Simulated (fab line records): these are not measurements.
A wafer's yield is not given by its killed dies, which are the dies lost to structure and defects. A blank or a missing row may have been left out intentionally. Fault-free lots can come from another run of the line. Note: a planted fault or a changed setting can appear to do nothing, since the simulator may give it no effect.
Matching of chambers :: flow nand-harc :: cmp-02 running NHARC_P_CONTACT_CMP_24: 4 sister chambers
The step polishes, t overpolish 30 s, target thk 200 nm. 8 wafers are shown with their chamber, then 9 later ones without.

WAFERS, EACH WITH ITS CHAMBER
wafer: L083.2
chamber: 3
motor-current-A (A): 13.4
time-to-endpoint-s (s): 42

wafer: L083.4
chamber: 0
motor-current-A (A): 11.0
time-to-endpoint-s (s): 36

wafer: L084.6
chamber: 1
motor-current-A (A): 14.3
time-to-endpoint-s (s): 43

wafer: L085.1
chamber: 0
motor-current-A (A): 10.6
time-to-endpoint-s (s): 35

wafer: L085.6
chamber: 2
motor-current-A (A): 10.8
time-to-endpoint-s (s): 44

wafer: L087.1
chamber: 2
motor-current-A (A): 11.2
time-to-endpoint-s (s): 41

wafer: L087.3
chamber: 1
motor-current-A (A): 13.6
time-to-endpoint-s (s): 39

wafer: L087.4
chamber: 3
motor-current-A (A): 13.2
time-to-endpoint-s (s): 44

WAFERS WHOSE CHAMBER IS MISSING
wafer: L088.3
motor-current-A (A): 10.9
time-to-endpoint-s (s): 34

wafer: L088.4
motor-current-A (A): 13.1
time-to-endpoint-s (s): 42

wafer: L088.6
motor-current-A (A): 11.2
time-to-endpoint-s (s): 34

wafer: L090.1
motor-current-A (A): 12.2
time-to-endpoint-s (s): 44

wafer: L090.2
motor-current-A (A): 11.8
time-to-endpoint-s (s): 36

wafer: L090.5
motor-current-A (A): 11.0
time-to-endpoint-s (s): 45

wafer: L096.1
motor-current-A (A): 10.6
time-to-endpoint-s (s): 43

wafer: L096.2
motor-current-A (A): 11.4
time-to-endpoint-s (s): 33

wafer: L096.4
motor-current-A (A): 14.1
time-to-endpoint-s (s): 42

WHICH CHAMBER EACH WENT THROUGH
wafer: L088.3
from the rows above: 0
in truth: 0

wafer: L088.4
from the rows above: can't be placed: 3 or 1
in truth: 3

wafer: L088.6
from the rows above: 0
in truth: 0

wafer: L090.1
from the rows above: can't be placed: 3 or 2
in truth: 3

wafer: L090.2
from the rows above: can't be placed: 0 or 2
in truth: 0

wafer: L090.5
from the rows above: 2
in truth: 2

wafer: L096.1
from the rows above: 2
in truth: 2

wafer: L096.2
from the rows above: 0
in truth: 0

wafer: L096.4
from the rows above: can't be placed: 1 or 3
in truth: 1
Placed correctly: 5 of 9. Unplaceable from these rows: 4, with the true chamber sitting among the candidates in 4. Wrongly placed: 0.
How it was worked out, from the rows above alone: a wafer's distance from a chamber is the root of the sum, over the readings, of the square of ((its reading less the chamber's mean) divided by the reading's scatter). The wafer belongs to the nearest chamber; if the next one is less than 2 further off, it can't be placed. The mean given for a chamber averages the wafers shown for that chamber. How the scatter is found: for the shown wafers, subtract from each reading the mean of its chamber, square and add these, divide the total by (wafers less chambers), then take the root.
